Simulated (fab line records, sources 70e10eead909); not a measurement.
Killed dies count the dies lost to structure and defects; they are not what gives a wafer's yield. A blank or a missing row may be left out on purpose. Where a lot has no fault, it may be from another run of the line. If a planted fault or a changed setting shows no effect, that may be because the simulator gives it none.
Comparing a struck lot with a sound one -- flow nand harc -- 14 steps out of a route of 1302
Sound: the wafers L393.1, L393.3, L393.4. Wafers struck: L405.4, L405.5, L405.6. The cause is given at the end.
Order at every step that has rows: each side's tool, ch and its chambers, its first start. Under that, the readings that differ: sound wafers -- struck wafers -- difference of the means -- sigmas: that difference in standard deviations of wafers without a fault.
alike: words and numbers the same on both sides, and readings whose means are apart by under 2 such deviations; not compared: readings that were withheld, readings missing a value for some wafer, numbers with overlapping values and no deviation given by the record, and bounds like >300 which may hide the same value.
The two part at a step that has a row with sigmas, a row that says differs or no value, or rows on one side only. Numbers that don't overlap but have no deviation are shown without sigmas and don't part them. Lack of a reading on every wafer of one side parts them only where that side has two or more wafers.

NHARC_A_M1_DEGAS_29: time 60 s.
  sound on pvd sputter-01, day 24 18:18; struck on pvd sputter-02, day 29 09:29
  alike: heater power w
NHARC_A_M1_PRE_CLEAN_30: time 30 s.
  sound on pvd sputter-01; struck on pvd sputter-02
  alike: heater power w
then, 1 step without rows for these wafers: NHARC_A_M1_PVD_20 (deposits TaN, target thk 5 nm, time 8.06 s).
NHARC_A_M1_PVD_21: deposits Cu, target thk 30 nm, time 20.49 s.
  sound on pvd sputter-01; struck on pvd sputter-02
  alike: throttle valve pct
then, 2 steps without rows for these wafers: NHARC_A_M1_ECD_22 (material Cu, target thk 400 nm); NHARC_A_M1_ANNEAL_31 (time 90 s).
NHARC_A_M1_CMP_23: polishes, t overpolish 20 s, target thk 154.34 nm.
  sound on cmp-03 ch 0,1,3, day 24 19:25; struck on cmp-02 ch 0,2,3, day 29 10:39
  alike: motor current A, time to endpoint s
NHARC_A_M1_THK_MEAS_24: measures by xrf.
  sound on film metro-01, day 24 19:42; struck on film metro-01, day 29 10:53
  alike: thk nm
then, 1 step without rows for these wafers: NHARC_A_M1_SRD_25.
NHARC_A_M1_INSPECT_27:
  sound on defect inspect-02, day 24 19:52; struck on defect inspect-01, day 29 11:02
  alike: raw defect count
then, 1 step without rows for these wafers: NHARC_A_M1_PRE_CLEAN_32 (time 12 s).
NHARC_A_M1_DEP_33: deposits SiCN, target thk 30 nm.
  sound on pecvd-01 ch 0,1,2, day 24 20:01; struck on pecvd-04 ch 0,1,2, day 29 11:19
  no value came back on the struck wafers for chamber pressure Torr (Torr), heater power outer w (W), heater power w (W), showerhead vpp V (V); on the sound wafers chamber pressure Torr (Torr) reads 3.002 3.008 3.000
NHARC_A_BONDPAD_DEP_00: deposits SiCN, target thk 250 nm.
  sound on pecvd-04 ch 1,2, day 24 20:37; struck on pecvd-03 ch 0,1,2, day 29 11:52
  alike: chamber pressure Torr, heater power outer w, heater power w, showerhead vpp V
NHARC_END_SORT_01:
  the record has rows for the sound wafers here (prober-02 ch 0, day 26 03:40) and none for the struck ones

WHERE THEY PART
First at NHARC_A_M1_DEP_33; last, within this record, at NHARC_END_SORT_01.

WHY: what had been put in by the simulator
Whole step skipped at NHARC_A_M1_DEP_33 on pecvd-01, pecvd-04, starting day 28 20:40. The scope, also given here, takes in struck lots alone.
